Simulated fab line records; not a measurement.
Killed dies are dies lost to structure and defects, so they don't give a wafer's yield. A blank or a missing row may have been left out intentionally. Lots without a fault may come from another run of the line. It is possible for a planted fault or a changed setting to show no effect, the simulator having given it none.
fab line records ; flow nand_harc ; part 1 of 2: steps 1 to 16 of 22
record: lots: 5; wafers: 15; last_day: 33
route steps=1302 shown A_CHANNEL_HOLE_D1@458
lots that met no fault: from a run of the same line without faults
start_h: start of the lot's first displayed wafer, in hours after the record's first day ; wait_h: time in hours since the lot's previous step ; " same as the row above ; L1.1+2: one row covering several wafers at once ; - value missing, or start not given ; * or withheld: withheld ; < > ~ a bound
route shown NAME@n: a module of which the file shows steps, and the number in the route of the first ; usual: mean/standard deviation taken from wafers without a fault ; same: alike in all rows ; chamber/n: place in a boat ; sites: each site's reading ; _std_site: their standard deviation ; _edge_site: mean of outer sites minus mean of inner sites ; radius_mm: for every site, how far away it sits from the centre of the wafer ; mask NAME#n: copy n ; behind: tool/chamber where the wafer was last shaped ; hold: reason for holding the lot/hours on hold/outcome of the hold ; device: transistor that didn't switch, given as n, p or np ; end of line: the same wafers' tests at the end of the route ; where a step has no rows: the recipe by itself ; killed: dies that structure and defects cost at the first sort, which is not the same as the wafer's yield ; map: the dies of a wafer, with x for killed, . for not killed, _ for no die there
set.NAME: the setting that was run; set.NAME@STEP: the one run at that earlier step ; model.NAME: the simulator's own value behind a step, which no gauge read
certain route steps with their lots: each step a table, each wafer a row
services: when a tool's chamber went out of use (start_h, in hours from the record's first day, below 0 if earlier), for how many hours, and the reason
== steps ==
step: NHARC_A_CHANNEL_HOLE_D1_EBR_06
lot.wafer;tool;chamber;start_h;wait_h
L076.2+3+6;litho_track-01;0;-;-
L079.4+5+6;litho_track-06;0;-;-
L082.4+5+6;litho_track-01;0;-;-
L090.2+4+5;litho_track-06;0;-;-
L094.2+4+5;litho_track-04;0;-;-
step: NHARC_A_CHANNEL_HOLE_D1_EXPOSE_07
recipe: na: 1.35; target_cd_nm: 100; sigma_outer: 0.3; dose_mj: 59.65; mask_id: HOLE_D1
lot.wafer;tool;chamber;start_h;wait_h;mask
L076.2+3+6;arfi_scanner-01;0;204.41;-;HOLE_D1#0
L079.4+5+6;arfi_scanner-01;0;233.86;-;HOLE_D1#0
L082.4+5+6;arfi_scanner-01;0;265.51;-;HOLE_D1#0
L090.2+4+5;arfi_scanner-02;0;350.78;-;HOLE_D1#0
L094.2+4+5;arfi_scanner-01;0;387.06;-;HOLE_D1#0
step: NHARC_A_CHANNEL_HOLE_D1_PEB_08
recipe: peb_temp_c: 100; peb_time_s: 65
lot.wafer;tool;chamber;start_h;wait_h
L076.2+3+6;litho_track-01;0;204.46;0.1
L079.4+5+6;litho_track-01;0;233.91;0.0
L082.4+5+6;litho_track-06;0;265.56;0.0
L090.2+4+5;litho_track-06;0;350.83;0.1
L094.2+4+5;litho_track-06;0;387.12;0.1
step: NHARC_A_CHANNEL_HOLE_D1_DEVELOP_09
recipe: develop_time_s: 35; dev_temp_c: 23
usual: developer_temp_C: 22.99/0.098
lot.wafer;tool;chamber;start_h;wait_h;developer_temp_C
L076.2;litho_track-01;0;-;-;22.87
L076.3;litho_track-01;0;-;-;22.93
L076.6;litho_track-01;0;-;-;23.14
L079.4;litho_track-01;0;-;-;22.98
L079.5;litho_track-01;0;-;-;23.01
L079.6;litho_track-01;0;-;-;23.09
L082.4;litho_track-06;0;-;-;22.96
L082.5;litho_track-06;0;-;-;23.07
L082.6;litho_track-06;0;-;-;23.00
L090.2;litho_track-06;0;-;-;22.96
L090.4;litho_track-06;0;-;-;22.97
L090.5;litho_track-06;0;-;-;23.11
L094.2;litho_track-06;0;-;-;23.03
L094.4;litho_track-06;0;-;-;22.82
L094.5;litho_track-06;0;-;-;22.93
step: NHARC_A_CHANNEL_HOLE_D1_CD_MEAS_10
recipe: target_cd_nm: 100; landing_energy_ev: 500
usual: cd_nm: 100.0/0.44
lot.wafer;tool;chamber;start_h;wait_h;cd_nm
L076.2;cd_sem-03;0;204.54;-;99.5
L076.3;cd_sem-03;0;204.54;-;99.6
L076.6;cd_sem-03;0;204.54;-;99.9
L079.4;cd_sem-02;0;233.99;-;100.8
L079.5;cd_sem-02;0;233.99;-;100.4
L079.6;cd_sem-02;0;233.99;-;100.7
L082.4;cd_sem-02;0;265.65;-;99.6
L082.5;cd_sem-02;0;265.65;-;99.5
L082.6;cd_sem-02;0;265.65;-;100.2
L090.2;cd_sem-03;0;350.91;-;99.5
L090.4;cd_sem-03;0;350.91;-;99.7
L090.5;cd_sem-03;0;350.91;-;99.8
L094.2;cd_sem-03;0;387.20;-;100.6
L094.4;cd_sem-03;0;387.20;-;100.8
L094.5;cd_sem-03;0;387.20;-;100.6
step: NHARC_A_CHANNEL_HOLE_D1_OVL_MEAS_11
usual: overlay_x_nm: 0.2/0.85; overlay_y_nm: 0.1/0.84
lot.wafer;tool;chamber;start_h;wait_h;overlay_x_nm;overlay_y_nm
L076.2;overlay-01;-;204.63;-;0.2;-0.5
L076.3;overlay-01;-;204.63;-;-0.5;-0.7
L076.6;overlay-01;-;204.63;-;0.4;-0.1
L079.4;overlay-01;-;234.08;-;0.2;1.4
L079.5;overlay-01;-;234.08;-;0.5;1.1
L079.6;overlay-01;-;234.08;-;-0.1;0.8
L082.4;overlay-01;-;265.73;-;-0.8;0.9
L082.5;overlay-01;-;265.73;-;-0.6;0.9
L082.6;overlay-01;-;265.73;-;-0.9;0.6
L090.2;overlay-02;-;351.00;-;0.3;1.4
L090.4;overlay-02;-;351.00;-;0.2;1.3
L090.5;overlay-02;-;351.00;-;0.0;1.7
L094.2;overlay-01;-;387.29;-;-0.1;-0.1
L094.4;overlay-01;-;387.29;-;0.3;-0.3
L094.5;overlay-01;-;387.29;-;-0.1;-0.1
step: NHARC_A_CHANNEL_HOLE_D1_INSPECT_12
usual: raw_defect_count: 6.1/2.9
lot.wafer;tool;chamber;start_h;wait_h;raw_defect_count
L076.2;defect_inspect-02;-;204.67;0.0;4
L076.3;defect_inspect-02;-;204.67;0.0;5
L076.6;defect_inspect-02;-;204.67;0.0;10
L079.4;defect_inspect-02;-;234.11;0.0;3
L079.5;defect_inspect-02;-;234.11;0.0;7
L079.6;defect_inspect-02;-;234.11;0.0;14
L082.4;defect_inspect-02;-;265.76;0.0;8
L082.5;defect_inspect-02;-;265.76;0.0;16
L082.6;defect_inspect-02;-;265.76;0.0;7
L090.2;defect_inspect-02;-;351.04;0.0;5
L090.4;defect_inspect-02;-;351.04;0.0;3
L090.5;defect_inspect-02;-;351.04;0.0;10
L094.2;defect_inspect-02;-;387.32;0.0;6
L094.4;defect_inspect-02;-;387.32;0.0;3
L094.5;defect_inspect-02;-;387.32;0.0;5
step: NHARC_A_CHANNEL_HOLE_D1_DESCUM_15
recipe: time_s: 3; o2_flow_sccm: 200; ar_flow_sccm: 0; bias_power_w: 0; chemistry: O2
usual: drypump_motor_current_A: 5.7/0.44; mfc_ar_sccm: 0.003/0.0084; oes_product_au: 0.998/0.0069; rf_vpp_V: 57.7/0.84; showerhead_plenum_p_Torr: 1.89/0.094; throttle_valve_pct: 11.310/0.0092
lot.wafer;tool;chamber;start_h;wait_h;drypump_motor_current_A;mfc_ar_sccm;oes_product_au;rf_hours_counter_h;rf_vpp_V;showerhead_plenum_p_Torr;throttle_valve_pct
L076.3;rie_diel-03;3;204.74;0.1;4.8;0;0.999;5;57.8;1.84;11.305
L076.2;rie_diel-03;0;204.74;0.1;5.7;0;0.998;6;58.7;2.04;11.311
L076.6;rie_diel-03;2;204.74;0.1;5.9;0;0.993;-;57.9;1.95;11.298
L079.4;rie_diel-03;0;234.19;0.1;5.7;0;0.992;9;58.3;2.04;11.302
L079.6;rie_diel-03;2;234.19;0.1;5.9;0;0.995;-;58.2;1.95;11.313
L079.5;rie_diel-03;3;234.19;0.1;4.8;0;1.002;-;58.8;1.84;11.306
L082.4;rie_diel-09;2;265.85;0.1;6.0;0.027;1.010;28;57.2;1.81;11.329
L082.5;rie_diel-09;3;265.85;0.1;5.6;0;1.008;-;58.2;1.76;11.313
L082.6;rie_diel-09;0;265.85;0.1;5.8;0.004;1.008;-;56.1;1.78;11.300
L090.2;rie_diel-03;3;351.10;0.1;4.8;0;0.994;4;56.8;1.83;11.319
L090.4;rie_diel-03;1;351.10;0.1;6.1;0;1.003;4;57.7;1.85;11.308
L090.5;rie_diel-03;3;351.10;0.1;4.8;0;1.001;-;56.6;1.83;11.314
L094.2;rie_diel-03;1;387.40;0.1;6.0;0;0.986;7;57.5;1.85;11.311
L094.4;rie_diel-03;2;387.40;0.1;5.9;0;0.982;7;57.4;1.95;11.294
L094.5;rie_diel-03;1;387.40;0.1;6.0;0;0.990;-;57.4;1.85;11.306
step: NHARC_A_CHANNEL_HOLE_D1_ETCH_38
recipe: target_depth_a: 390; over_etch_frac: 0.3; time_s: 65; ion_energy_ev: 80; cf4_flow_sccm: 150; ar_flow_sccm: 0; rf_w: 300; bias_w: 100; chemistry: CF4
usual: drypump_motor_current_A: 5.7/0.44; mfc_ar_sccm: 0.004/0.0089; oes_product_au: 0.999/0.0062; rf_vpp_V: 151.1/1.3; showerhead_plenum_p_Torr: 1.75/0.079; throttle_valve_pct: 13.283/0.0095
lot.wafer;tool;chamber;start_h;wait_h;drypump_motor_current_A;mfc_ar_sccm;oes_product_au;rf_hours_counter_h;rf_vpp_V;showerhead_plenum_p_Torr;throttle_valve_pct
L076.3;rie_diel-03;1;204.82;0.1;6.0;0;0.992;6;150.2;1.72;13.270
L076.2;rie_diel-03;2;204.82;0.1;5.9;0;0.990;7;150.2;1.80;13.278
L076.6;rie_diel-03;0;204.82;0.1;5.7;0;0.980;-;151.7;1.88;13.261
L079.4;rie_diel-03;0;234.26;0.1;5.7;0;0.996;9;152.9;1.88;13.283
L079.6;rie_diel-03;0;234.26;0.1;5.7;0;0.992;-;151.2;1.88;13.272
L079.5;rie_diel-03;1;234.26;0.1;6.0;0;0.999;-;150.1;1.72;13.278
L082.4;rie_diel-09;3;265.91;0.1;5.6;0;1.002;31;150.1;1.64;13.271
L082.5;rie_diel-09;2;265.91;0.1;6.0;0.027;1.003;-;151.0;1.68;13.280
L082.6;rie_diel-09;3;265.91;0.1;5.5;0;1.001;-;149.7;1.64;13.266
L090.2;rie_diel-03;1;351.19;0.1;6.0;0;0.999;4;149.5;1.72;13.284
L090.4;rie_diel-03;2;351.19;0.1;5.9;0;0.998;5;151.8;1.80;13.282
L090.5;rie_diel-03;0;351.19;0.1;5.7;0;0.996;-;151.8;1.87;13.296
L094.4;rie_diel-03;1;387.48;0.1;6.0;0;0.999;7;149.4;1.72;13.281
L094.2;rie_diel-03;2;387.48;0.1;5.9;0;0.996;7;153.3;1.80;13.277
L094.5;rie_diel-03;1;387.48;0.1;6.0;0;0.995;-;148.1;1.72;13.268
step: NHARC_A_CHANNEL_HOLE_D1_ETCH_39
recipe: target_depth_a: 2600; over_etch_frac: 0.3; time_s: 325; ion_energy_ev: 200; n2_flow_sccm: 150; h2_flow_sccm: 150; ar_flow_sccm: 0; rf_w: 400; bias_w: 150; chemistry: N2/H2
usual: drypump_motor_current_A: 5.7/0.45; mfc_ar_sccm: 0.003/0.0087; oes_product_au: 0.997/0.0073; rf_vpp_V: 429.8/3; showerhead_plenum_p_Torr: 2.02/0.1; throttle_valve_pct: 14.171/0.0085
lot.wafer;tool;chamber;start_h;wait_h;drypump_motor_current_A;mfc_ar_sccm;oes_product_au;rf_hours_counter_h;rf_vpp_V;showerhead_plenum_p_Torr;throttle_valve_pct
L076.2;rie_diel-03;2;-;-;5.9;0;1.011;7;431.9;2.09;14.164
L076.3;rie_diel-03;0;-;-;5.7;0;0.997;6;435.7;2.18;14.180
L076.6;rie_diel-03;3;-;-;4.8;0;1.008;-;428.0;1.96;14.185
L079.4;rie_diel-03;3;-;-;4.9;0;0.997;7;427.6;1.96;14.168
L079.5;rie_diel-03;0;-;-;5.7;0;0.981;-;433.0;2.18;14.188
L079.6;rie_diel-03;1;-;-;6.0;0;0.995;-;427.8;1.98;14.170
L082.4;rie_diel-09;1;-;-;5.9;0;0.996;30;433.7;2.14;14.181
L082.6;rie_diel-09;1;-;-;5.9;0;0.999;-;432.7;2.14;14.168
L082.5;rie_diel-09;2;-;-;6.0;0.027;1.005;-;427.6;1.92;14.165
L090.2;rie_diel-03;3;-;-;4.9;0;0.987;4;426.9;1.95;14.169
L090.4;rie_diel-03;1;-;-;6.0;0;0.985;4;428.7;1.97;14.184
L090.5;rie_diel-03;3;-;-;4.9;0;0.992;-;428.6;1.95;14.182
L094.2;rie_diel-03;2;-;-;5.9;0;1.004;7;431.9;2.08;14.164
L094.4;rie_diel-03;3;-;-;4.9;0;1.005;7;428.2;1.95;14.174
L094.5;rie_diel-03;2;-;-;5.9;0;0.995;-;432.6;2.08;14.179
step: NHARC_A_CHANNEL_HOLE_D1_ETCH_34
recipe: target_depth_a: 1540; time_s: 77; cf4_flow_sccm: 100; chf3_flow_sccm: 30; ar_flow_sccm: 0; rf_w: 500; bias_w: 200; chemistry: CF4/CHF3
usual: drypump_motor_current_A: 5.7/0.43; mfc_ar_sccm: 0.004/0.0089; oes_product_au: 0.940/0.023; rf_vpp_V: 370.2/2.5; showerhead_plenum_p_Torr: 1.56/0.072; throttle_valve_pct: 16.803/0.0082
lot.wafer;tool;chamber;start_h;wait_h;drypump_motor_current_A;mfc_ar_sccm;oes_product_au;rf_hours_counter_h;rf_vpp_V;showerhead_plenum_p_Torr;throttle_valve_pct
L076.3;rie_diel-03;3;-;-;4.8;0;0.975;5;367.7;1.51;16.796
L076.2;rie_diel-03;0;-;-;5.7;0;0.969;6;374.5;1.67;16.811
L076.6;rie_diel-03;1;-;-;6.0;0;0.958;-;370.2;1.53;16.802
L079.4;rie_diel-03;3;-;-;4.8;0;0.922;7;369.0;1.51;16.793
L079.5;rie_diel-03;3;-;-;4.9;0;0.927;-;367.9;1.51;16.801
L079.6;rie_diel-03;0;-;-;5.7;0;0.915;-;373.9;1.67;16.812
L082.4;rie_diel-09;3;-;-;5.5;0;0.963;31;366.6;1.46;16.803
L082.6;rie_diel-09;2;-;-;6.0;0.027;0.988;-;367.2;1.49;16.815
L082.5;rie_diel-09;3;-;-;5.5;0;0.964;-;366.8;1.46;16.790
L090.4;rie_diel-03;1;-;-;6.0;0;0.913;4;368.5;1.53;16.808
L090.2;rie_diel-03;3;-;-;4.8;0;0.922;5;368.7;1.51;16.808
L090.5;rie_diel-03;1;-;-;6.0;0;0.919;-;368.8;1.53;16.805
L094.4;rie_diel-03;0;-;-;5.7;0;0.920;7;374.1;1.67;16.799
L094.2;rie_diel-03;2;-;-;5.9;0;0.922;7;372.4;1.60;16.810
L094.5;rie_diel-03;1;-;-;6.0;0;0.918;-;369.0;1.53;16.810
step: NHARC_A_CHANNEL_HOLE_D1_ETCH_16
recipe: target_depth_a: 31000; over_etch_frac: 0.3; time_s: 806; ion_energy_ev: 150; o2_flow_sccm: 400; cos_flow_sccm: 20; ar_flow_sccm: 0; rf_w: 500; bias_w: 300; chemistry: O2/COS
usual: drypump_motor_current_A: 5.7/0.46; mfc_ar_sccm: 0.003/0.0082; oes_product_au: 0.998/0.0077; rf_vpp_V: 313.6/2.2; showerhead_plenum_p_Torr: 3.09/0.14; throttle_valve_pct: 28.330/0.0088
lot.wafer;tool;chamber;start_h;wait_h;drypump_motor_current_A;mfc_ar_sccm;oes_product_au;rf_hours_counter_h;rf_vpp_V;showerhead_plenum_p_Torr;throttle_valve_pct
L076.3;rie_diel-03;3;-;-;4.8;0;1.005;5;312.8;3.00;28.325
L076.2;rie_diel-03;0;-;-;5.7;0;0.998;7;317.0;3.32;28.330
L076.6;rie_diel-03;1;-;-;6.0;0;1.007;-;313.8;3.04;28.326
L079.4;rie_diel-03;0;-;-;5.7;0;0.983;9;318.2;3.32;28.317
L079.6;rie_diel-03;1;-;-;6.0;0;0.990;-;311.7;3.03;28.332
L079.5;rie_diel-03;2;-;-;5.9;0;0.989;-;314.7;3.18;28.332
L082.4;rie_diel-09;3;-;-;5.6;0;0.991;31;308.1;2.89;28.332
L082.5;rie_diel-09;3;-;-;5.6;0;0.986;-;308.8;2.89;28.320
L082.6;rie_diel-09;0;-;-;5.8;0.004;0.991;-;310.6;2.91;28.337
L090.4;rie_diel-03;3;-;-;4.8;0;0.986;5;311.8;3.00;28.319
L090.2;rie_diel-03;0;-;-;5.7;0;1.005;4;317.3;3.31;28.342
L090.5;rie_diel-03;0;-;-;5.7;0;0.989;-;316.7;3.31;28.334
L094.4;rie_diel-03;3;-;-;4.9;0;1.009;8;312.0;3.00;28.330
L094.2;rie_diel-03;1;-;-;6.0;0;0.990;7;312.9;3.03;28.309
L094.5;rie_diel-03;2;-;-;5.9;0;0.998;-;314.1;3.18;28.334
step: NHARC_A_CHANNEL_HOLE_D1_CD_MEAS_18
usual: cd_nm: 99.1/1.2
lot.wafer;tool;chamber;start_h;wait_h;cd_nm
L076.2;cd_sem-02;-;205.83;-;99.4
L076.3;cd_sem-02;-;205.83;-;98.8
L076.6;cd_sem-02;-;205.83;-;100.0
L079.4;cd_sem-01;-;235.29;-;100.0
L079.5;cd_sem-01;-;235.29;-;98.8
L079.6;cd_sem-01;-;235.29;-;99.9
L082.4;cd_sem-02;-;266.93;-;101.3
L082.5;cd_sem-02;-;266.93;-;99.8
L082.6;cd_sem-02;-;266.93;-;99.1
L090.2;cd_sem-03;-;352.21;-;100.7
L090.4;cd_sem-03;-;352.21;-;97.3
L090.5;cd_sem-03;-;352.21;-;100.0
L094.2;cd_sem-02;-;388.98;-;99.4
L094.4;cd_sem-02;-;388.98;-;99.4
L094.5;cd_sem-02;-;388.98;-;99.3
step: NHARC_A_CHANNEL_HOLE_D1_ETCH_19
recipe: bias_v: 1200; source_w: 2500; pressure_mtorr: 15; time_s: 34.5; ar_flow_sccm: 375; c4f8_flow_sccm: 28.8; o2_flow_sccm: 96.2; temp_c: -20; target_depth_a: *; chemistry: C4F8/O2/Ar
usual: drypump_motor_current_A: 6.0/0.35; he_backside_leak_sccm: 6.0/0.66; mfc_ar_sccm: 375.0/1.2; showerhead_plenum_p_Torr: 3.66/0.09; throttle_valve_pct: 37.038/0.0084
lot.wafer;tool;chamber;start_h;wait_h;drypump_motor_current_A;he_backside_leak_sccm;mfc_ar_sccm;rf_hours_counter_h;showerhead_plenum_p_Torr;throttle_valve_pct
L076.2;har_etch-02;0;206.49;0.7;5.5;6.0;373.3;310;3.60;37.037
L076.3;har_etch-02;1;206.49;0.7;5.7;6.0;375.1;-;3.68;37.028
L076.6;har_etch-02;1;206.49;0.7;5.7;6.1;373.4;-;3.68;37.016
L079.4;har_etch-02;1;235.39;0.1;5.8;6.3;373.4;-;3.67;37.039
L079.6;har_etch-02;1;235.39;0.1;5.7;6.2;375.3;-;3.67;37.040
L079.5;har_etch-02;0;235.39;0.1;5.5;5.7;376.1;-;3.60;37.019
L082.4;har_etch-02;0;270.75;3.8;5.5;6.1;373.4;-;3.58;37.035
L082.5;har_etch-02;0;270.75;3.8;5.5;6.2;374.2;-;3.58;37.050
L082.6;har_etch-02;1;270.75;3.8;5.7;6.6;374.8;-;3.66;37.041
L090.2;har_etch-02;1;352.30;0.1;5.8;6.6;375.0;383;3.64;37.026
L090.4;har_etch-02;0;352.30;0.1;5.5;6.3;376.8;-;3.56;37.048
L090.5;har_etch-02;0;352.30;0.1;5.5;6.0;376.4;-;3.56;37.046
L094.2;har_etch-01;0;393.47;4.5;6.4;5.7;373.8;214;3.58;37.030
L094.4;har_etch-01;0;393.47;4.5;6.4;5.7;374.4;-;3.58;37.041
L094.5;har_etch-01;0;393.47;4.5;6.4;5.3;374.1;-;3.58;37.043
step: NHARC_A_CHANNEL_HOLE_D1_ETCH_20
recipe: bias_v: 3000; source_w: withheld; pressure_mtorr: 20; time_s: 361.9; ar_flow_sccm: 375; c4f8_flow_sccm: 89.3; o2_flow_sccm: 35.7; temp_c: -20; target_depth_a: 16000; chemistry: C4F8/O2/Ar
usual: drypump_motor_current_A: 5.9/0.35; he_backside_leak_sccm: 6.0/0.61; mfc_ar_sccm: 374.9/1.1; showerhead_plenum_p_Torr: 3.62/0.087; throttle_valve_pct: 32.154/0.0097
lot.wafer;tool;chamber;start_h;wait_h;drypump_motor_current_A;he_backside_leak_sccm;mfc_ar_sccm;rf_hours_counter_h;showerhead_plenum_p_Torr;throttle_valve_pct
L076.2;har_etch-02;0;206.60;0.1;5.5;5.8;375.4;310;3.57;32.161
L076.3;har_etch-02;1;206.60;0.1;5.8;6.3;373.7;-;3.64;32.167
L076.6;har_etch-02;1;206.60;0.1;5.8;6.2;375.2;-;3.64;32.162
L079.4;har_etch-02;1;235.57;0.2;5.7;6.1;375.7;-;3.63;32.154
L079.6;har_etch-02;1;235.57;0.2;5.8;6.2;374.8;-;3.63;32.163
L079.5;har_etch-02;0;235.57;0.2;5.5;5.7;376.6;-;3.56;32.158
L082.4;har_etch-02;0;270.93;0.2;5.5;5.9;373.8;-;3.55;32.169
L082.5;har_etch-02;0;270.93;0.2;5.5;5.8;374.6;-;3.55;32.130
L082.6;har_etch-02;1;270.93;0.2;5.8;6.4;376.2;-;3.62;32.153
L090.2;har_etch-02;1;352.44;0.1;5.7;6.5;374.1;383;3.60;32.146
L090.4;har_etch-02;0;352.44;0.1;5.5;6.1;376.1;-;3.52;32.163
L090.5;har_etch-02;0;352.44;0.1;5.5;6.1;374.9;-;3.52;32.160
L094.2;har_etch-01;0;393.61;0.1;6.4;5.8;374.4;214;3.55;32.161
L094.4;har_etch-01;0;393.61;0.1;6.4;6.0;372.1;-;3.55;32.151
L094.5;har_etch-01;0;393.61;0.1;6.4;6.0;374.3;-;3.54;32.151
step: NHARC_A_CHANNEL_HOLE_D1_ETCH_21
recipe: bias_v: 3000; source_w: withheld; pressure_mtorr: 20; time_s: 514.3; ar_flow_sccm: 375; c4f8_flow_sccm: 89.3; o2_flow_sccm: 35.7; temp_c: -20; target_depth_a: 16000; chemistry: C4F8/O2/Ar
usual: drypump_motor_current_A: 6.0/0.35; he_backside_leak_sccm: 6.0/0.58; mfc_ar_sccm: 375.0/1.2; showerhead_plenum_p_Torr: 3.62/0.087; throttle_valve_pct: 32.156/0.0092
lot.wafer;tool;chamber;start_h;wait_h;drypump_motor_current_A;he_backside_leak_sccm;mfc_ar_sccm;rf_hours_counter_h;showerhead_plenum_p_Torr;throttle_valve_pct
L076.2;har_etch-02;0;206.92;0.3;5.5;5.8;374.7;311;3.57;32.150
L076.3;har_etch-02;1;206.92;0.3;5.8;6.1;373.7;-;3.64;32.158
L076.6;har_etch-02;1;206.92;0.3;5.8;6.3;373.3;-;3.64;32.148
L079.4;har_etch-02;1;235.93;0.3;5.7;6.4;373.8;-;3.63;32.154
L079.6;har_etch-02;1;235.93;0.3;5.8;6.3;373.8;-;3.63;32.174
L079.5;har_etch-02;0;235.93;0.3;5.5;6.0;374.0;-;3.56;32.152
L082.4;har_etch-02;0;271.28;0.3;5.5;5.9;374.4;-;3.55;32.162
L082.5;har_etch-02;0;271.28;0.3;5.5;6.0;376.7;-;3.55;32.149
L082.6;har_etch-02;1;271.28;0.3;5.7;6.5;374.9;-;3.62;32.150
L090.2;har_etch-02;1;352.78;0.3;5.7;6.7;372.7;383;3.60;32.153
L090.4;har_etch-02;0;352.78;0.3;5.5;5.7;377.8;-;3.52;32.162
L090.5;har_etch-02;0;352.78;0.3;5.5;6.2;376.3;-;3.52;32.165
L094.2;har_etch-01;0;393.95;0.3;6.4;5.9;373.1;215;3.54;32.153
L094.4;har_etch-01;0;393.95;0.3;6.4;5.7;374.9;-;3.55;32.164
L094.5;har_etch-01;0;393.95;0.3;6.4;5.7;373.3;-;3.55;32.163
